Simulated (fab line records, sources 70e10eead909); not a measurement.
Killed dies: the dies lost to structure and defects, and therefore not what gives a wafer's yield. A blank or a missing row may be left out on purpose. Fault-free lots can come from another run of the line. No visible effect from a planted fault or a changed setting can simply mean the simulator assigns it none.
What tool caused it? :: flow nand_harc :: 33 wafers from 11 lots sampled at 4 of the route's 1159 steps

## WHAT THE GAUGES READ, wafer by wafer
The record holds no reading of a measuring or inspecting step that can be judged against a usual standard deviation.

## WHAT TOOL EACH LOT RAN ON (gives the tool, then ch and the chambers of the sampled wafers, and finally the start)
lot: L834
NHARC_A_M1_STRIP_18: rie_diel-12 ch 0,1,3, day 18 20:16
NHARC_A_BONDPAD_CMP_29: cmp-02 ch 0,1, day 18 23:37
NHARC_A_BONDPAD_SOFTBAKE_04: litho_track-03 ch 0, day 18 23:00
NHARC_A_BONDPAD_ETCH_12: rie_diel-05 ch 0,1,3, no start

lot: L831
NHARC_A_M1_STRIP_18: rie_diel-12 ch 1,2, day 18 23:10
NHARC_A_BONDPAD_CMP_29: cmp-02 ch 1,2,3, day 19 02:42
NHARC_A_BONDPAD_SOFTBAKE_04: litho_track-05 ch 0, day 19 03:00
NHARC_A_BONDPAD_ETCH_12: rie_diel-06 ch 2,3, no start

lot: L839
NHARC_A_M1_STRIP_18: rie_diel-11 ch 2,3, day 19 13:24
NHARC_A_BONDPAD_CMP_29: cmp-02 ch 1,2, day 19 16:46
NHARC_A_BONDPAD_SOFTBAKE_04: litho_track-02 ch 0, day 19 17:00
NHARC_A_BONDPAD_ETCH_12: rie_diel-06 ch 1,2, no start

lot: L836
NHARC_A_M1_STRIP_18: rie_diel-12 ch 1,3, day 19 15:23
NHARC_A_BONDPAD_CMP_29: cmp-03 ch 0,2,3, day 19 18:46
NHARC_A_BONDPAD_SOFTBAKE_04: litho_track-03 ch 0, day 19 19:00
NHARC_A_BONDPAD_ETCH_12: rie_diel-05 ch 0,1,3, no start

lot: L838
NHARC_A_M1_STRIP_18: rie_diel-11 ch 0,2, day 19 21:39
NHARC_A_BONDPAD_CMP_29: cmp-02 ch 1,2, day 20 01:13
NHARC_A_BONDPAD_SOFTBAKE_04: litho_track-05 ch 0, day 20 01:00
NHARC_A_BONDPAD_ETCH_12: rie_diel-06 ch 0,1,3, no start

lot: L840
NHARC_A_M1_STRIP_18: rie_diel-10 ch 0,3, day 21 21:28
NHARC_A_BONDPAD_CMP_29: cmp-03 ch 1,3, day 22 00:54
NHARC_A_BONDPAD_SOFTBAKE_04: litho_track-03 ch 0, day 22 01:00
NHARC_A_BONDPAD_ETCH_12: rie_diel-05 ch 0,1,3, no start

lot: L845
NHARC_A_M1_STRIP_18: rie_diel-10 ch 0,1, day 22 10:44
NHARC_A_BONDPAD_CMP_29: cmp-03 ch 1,2, day 22 14:02
NHARC_A_BONDPAD_SOFTBAKE_04: litho_track-03 ch 0, day 22 14:00
NHARC_A_BONDPAD_ETCH_12: rie_diel-06 ch 0,2,3, no start

lot: L847
NHARC_A_M1_STRIP_18: rie_diel-12 ch 1,3, day 22 11:23
NHARC_A_BONDPAD_CMP_29: cmp-04 ch 0,1,3, day 22 15:16
NHARC_A_BONDPAD_SOFTBAKE_04: litho_track-03 ch 0, day 22 15:00
NHARC_A_BONDPAD_ETCH_12: rie_diel-06 ch 2,3, no start

lot: L844
NHARC_A_M1_STRIP_18: rie_diel-12 ch 1,2, day 22 11:47
NHARC_A_BONDPAD_CMP_29: cmp-04 ch 0,1,3, day 22 15:41
NHARC_A_BONDPAD_SOFTBAKE_04: litho_track-03 ch 0, day 22 16:00
NHARC_A_BONDPAD_ETCH_12: rie_diel-02 ch 0,1,2, no start

lot: L851
NHARC_A_M1_STRIP_18: rie_diel-12 ch 0,1,2, day 23 03:13
NHARC_A_BONDPAD_CMP_29: cmp-03 ch 1,2,3, day 23 06:49
NHARC_A_BONDPAD_SOFTBAKE_04: litho_track-05 ch 0, day 23 07:00
NHARC_A_BONDPAD_ETCH_12: rie_diel-06 ch 1,2,3, no start

lot: L852
NHARC_A_M1_STRIP_18: rie_diel-12 ch 0,1, day 23 17:11
NHARC_A_BONDPAD_CMP_29: cmp-02 ch 0,1,2, day 23 20:32
NHARC_A_BONDPAD_SOFTBAKE_04: litho_track-05 ch 0, day 23 20:00
NHARC_A_BONDPAD_ETCH_12: rie_diel-05 ch 2,3, no start
- NHARC_A_M1_STRIP_18: strips in N2/H2.
- NHARC_A_BONDPAD_CMP_29: polishes SiCN, target thk 200 nm.
- NHARC_A_BONDPAD_SOFTBAKE_04: time 70 s.
- NHARC_A_BONDPAD_ETCH_12: etches the open film in CHF3/O2, target depth 220 nm, time 110 s.

## WHAT THE TOOLS THEMSELVES READ (means of the sampled wafers that have a number; where no wafer has one, the mark that the record gives instead)
NHARC_A_M1_STRIP_18.
lot: L834
tool: rie_diel-12
drypump_motor_current_A (A): 5.8
n2_flow_sccm (sccm): 150.5
oes_product_au (a.u.): 1.005
rf_vpp_V (V): 91.1
showerhead_plenum_p_Torr (Torr): 2.08
throttle_valve_pct (%): 14.176

lot: L831
tool: rie_diel-12
drypump_motor_current_A (A): 6.2
n2_flow_sccm (sccm): 150.1
oes_product_au (a.u.): 1.014
rf_vpp_V (V): 90.1
showerhead_plenum_p_Torr (Torr): 1.99
throttle_valve_pct (%): 14.179

lot: L839
tool: rie_diel-11
drypump_motor_current_A (A): 5.6
n2_flow_sccm (sccm): 149.9
oes_product_au (a.u.): 1.021
rf_vpp_V (V): 91.0
showerhead_plenum_p_Torr (Torr): 2.04
throttle_valve_pct (%): 14.162

lot: L836
tool: rie_diel-12
drypump_motor_current_A (A): 5.8
n2_flow_sccm (sccm): 150.2
oes_product_au (a.u.): 1.007
rf_vpp_V (V): 91.3
showerhead_plenum_p_Torr (Torr): 2.05
throttle_valve_pct (%): 14.170

lot: L838
tool: rie_diel-11
drypump_motor_current_A (A): 6.0
n2_flow_sccm (sccm): 150.1
oes_product_au (a.u.): 1.005
rf_vpp_V (V): 90.3
showerhead_plenum_p_Torr (Torr): 2.00
throttle_valve_pct (%): 14.179

lot: L840
tool: rie_diel-10
drypump_motor_current_A (A): 6.0
n2_flow_sccm (sccm): 149.7
oes_product_au (a.u.): 1.004
rf_vpp_V (V): 91.3
showerhead_plenum_p_Torr (Torr): 2.16
throttle_valve_pct (%): 14.174

lot: L845
tool: rie_diel-10
drypump_motor_current_A (A): 5.4
n2_flow_sccm (sccm): 150.1
oes_product_au (a.u.): 0.999
rf_vpp_V (V): 90.7
showerhead_plenum_p_Torr (Torr): 2.02
throttle_valve_pct (%): 14.173

lot: L847
tool: rie_diel-12
drypump_motor_current_A (A): 5.8
n2_flow_sccm (sccm): 150.2
oes_product_au (a.u.): 1.012
rf_vpp_V (V): 91.0
showerhead_plenum_p_Torr (Torr): 2.05
throttle_valve_pct (%): 14.164

lot: L844
tool: rie_diel-12
drypump_motor_current_A (A): 6.2
n2_flow_sccm (sccm): 150.0
oes_product_au (a.u.): 1.003
rf_vpp_V (V): 91.2
showerhead_plenum_p_Torr (Torr): 1.95
throttle_valve_pct (%): 14.174

lot: L851
tool: rie_diel-12
drypump_motor_current_A (A): 6.0
n2_flow_sccm (sccm): 149.9
oes_product_au (a.u.): 1.010
rf_vpp_V (V): 90.6
showerhead_plenum_p_Torr (Torr): 2.05
throttle_valve_pct (%): 14.174

lot: L852
tool: rie_diel-12
drypump_motor_current_A (A): 6.0
n2_flow_sccm (sccm): 149.7
oes_product_au (a.u.): 0.988
rf_vpp_V (V): 89.6
showerhead_plenum_p_Torr (Torr): 2.01
throttle_valve_pct (%): 14.168

NHARC_A_BONDPAD_CMP_29.
lot: L834
tool: cmp-02
motor_current_A (A): 11.8
slurry_filter_dp_kPa (kPa): 13.52

lot: L831
tool: cmp-02
motor_current_A (A): 12.5
slurry_filter_dp_kPa (kPa): 13.46

lot: L839
tool: cmp-02
motor_current_A (A): 12.0
slurry_filter_dp_kPa (kPa): 13.45

lot: L836
tool: cmp-03
motor_current_A (A): 11.7
slurry_filter_dp_kPa (kPa): 13.51

lot: L838
tool: cmp-02
motor_current_A (A): 11.8
slurry_filter_dp_kPa (kPa): 13.41

lot: L840
tool: cmp-03
motor_current_A (A): 11.8
slurry_filter_dp_kPa (kPa): 13.53

lot: L845
tool: cmp-03
motor_current_A (A): 11.6
slurry_filter_dp_kPa (kPa): 13.36

lot: L847
tool: cmp-04
motor_current_A (A): 11.9
slurry_filter_dp_kPa (kPa): 13.49

lot: L844
tool: cmp-04
motor_current_A (A): 12.2
slurry_filter_dp_kPa (kPa): 13.41

lot: L851
tool: cmp-03
motor_current_A (A): 11.5
slurry_filter_dp_kPa (kPa): 13.55

lot: L852
tool: cmp-02
motor_current_A (A): 12.2
slurry_filter_dp_kPa (kPa): 13.63

NHARC_A_BONDPAD_SOFTBAKE_04.
lot: L834
tool: litho_track-03
heater_power_total_W (W): 200.6

lot: L831
tool: litho_track-05
heater_power_total_W (W): 200.2

lot: L839
tool: litho_track-02
heater_power_total_W (W): 200.3

lot: L836
tool: litho_track-03
heater_power_total_W (W): 200.3

lot: L838
tool: litho_track-05
heater_power_total_W (W): 200.5

lot: L840
tool: litho_track-03
heater_power_total_W (W): 200.5

lot: L845
tool: litho_track-03
heater_power_total_W (W): 200.6

lot: L847
tool: litho_track-03
heater_power_total_W (W): 225.0

lot: L844
tool: litho_track-03
heater_power_total_W (W): 224.3

lot: L851
tool: litho_track-05
heater_power_total_W (W): 199.5

lot: L852
tool: litho_track-05
heater_power_total_W (W): 201.4

NHARC_A_BONDPAD_ETCH_12.
lot: L834
tool: rie_diel-05
drypump_motor_current_A (A): 5.8
oes_product_au (a.u.): 0.931
rf_vpp_V (V): 370.7
showerhead_plenum_p_Torr (Torr): 2.41
throttle_valve_pct (%): 20.572

lot: L831
tool: rie_diel-06
drypump_motor_current_A (A): 5.8
oes_product_au (a.u.): 0.988
rf_vpp_V (V): 374.5
showerhead_plenum_p_Torr (Torr): 2.55
throttle_valve_pct (%): 20.573

lot: L839
tool: rie_diel-06
drypump_motor_current_A (A): 5.8
oes_product_au (a.u.): 0.993
rf_vpp_V (V): 370.0
showerhead_plenum_p_Torr (Torr): 2.37
throttle_valve_pct (%): 20.572

lot: L836
tool: rie_diel-05
drypump_motor_current_A (A): 5.8
oes_product_au (a.u.): 0.931
rf_vpp_V (V): 370.7
showerhead_plenum_p_Torr (Torr): 2.40
throttle_valve_pct (%): 20.567

lot: L838
tool: rie_diel-06
drypump_motor_current_A (A): 5.8
oes_product_au (a.u.): 0.976
rf_vpp_V (V): 370.3
showerhead_plenum_p_Torr (Torr): 2.39
throttle_valve_pct (%): 20.572

lot: L840
tool: rie_diel-05
drypump_motor_current_A (A): 5.8
oes_product_au (a.u.): 0.932
rf_vpp_V (V): 371.1
showerhead_plenum_p_Torr (Torr): 2.40
throttle_valve_pct (%): 20.571

lot: L845
tool: rie_diel-06
drypump_motor_current_A (A): 6.2
oes_product_au (a.u.): 0.964
rf_vpp_V (V): 371.0
showerhead_plenum_p_Torr (Torr): 2.49
throttle_valve_pct (%): 20.567

lot: L847
tool: rie_diel-06
drypump_motor_current_A (A): 5.8
oes_product_au (a.u.): 0.934
rf_vpp_V (V): 374.0
showerhead_plenum_p_Torr (Torr): 2.54
throttle_valve_pct (%): 20.578

lot: L844
tool: rie_diel-02
drypump_motor_current_A (A): 5.6
oes_product_au (a.u.): 0.946
rf_vpp_V (V): 369.6
showerhead_plenum_p_Torr (Torr): 2.37
throttle_valve_pct (%): 20.581

lot: L851
tool: rie_diel-06
drypump_motor_current_A (A): 5.9
oes_product_au (a.u.): 0.982
rf_vpp_V (V): 371.0
showerhead_plenum_p_Torr (Torr): 2.45
throttle_valve_pct (%): 20.577

lot: L852
tool: rie_diel-05
drypump_motor_current_A (A): 6.0
oes_product_au (a.u.): 0.951
rf_vpp_V (V): 370.3
showerhead_plenum_p_Torr (Torr): 2.36
throttle_valve_pct (%): 20.575

## THE ANSWER, worked out from the rows above alone
Rule: usual is defined by the lots themselves. The widest of any qualifying gaps counts: lots, ordered by their means at a reading, are off when they make up no more than a third of the lots, leave a main group of 4 or more, and stand apart from it by 3 or more times the standard deviation of that group's means. Not used: any main group whose means are identical at the precision the tables above print for the reading. Also off: a lot with no number at a reading for which 4 or more lots have one. The other lots that the step has rows for count as sound. After the gauges, taken in route order, come the tools' own readings; for these a lot's mean is taken, as printed above. At the first step where some lot is off, the reading lying furthest off is the one used; lots without a number count as furthest.
Off at NHARC_A_BONDPAD_SOFTBAKE_04 (heater_power_total_W): L847, L844. The main group has a mean of 200.4 W with a standard deviation of 0.47.
If a tool, at that step or one of the process steps before it, ran each lot that is off and ran no sound lot following the first of them, it fits. This does not decide it: 2 tools fit, namely cmp-04 at NHARC_A_BONDPAD_CMP_29 and litho_track-03 at NHARC_A_BONDPAD_SOFTBAKE_04.

## WHAT THE SIMULATOR HAD PUT IN
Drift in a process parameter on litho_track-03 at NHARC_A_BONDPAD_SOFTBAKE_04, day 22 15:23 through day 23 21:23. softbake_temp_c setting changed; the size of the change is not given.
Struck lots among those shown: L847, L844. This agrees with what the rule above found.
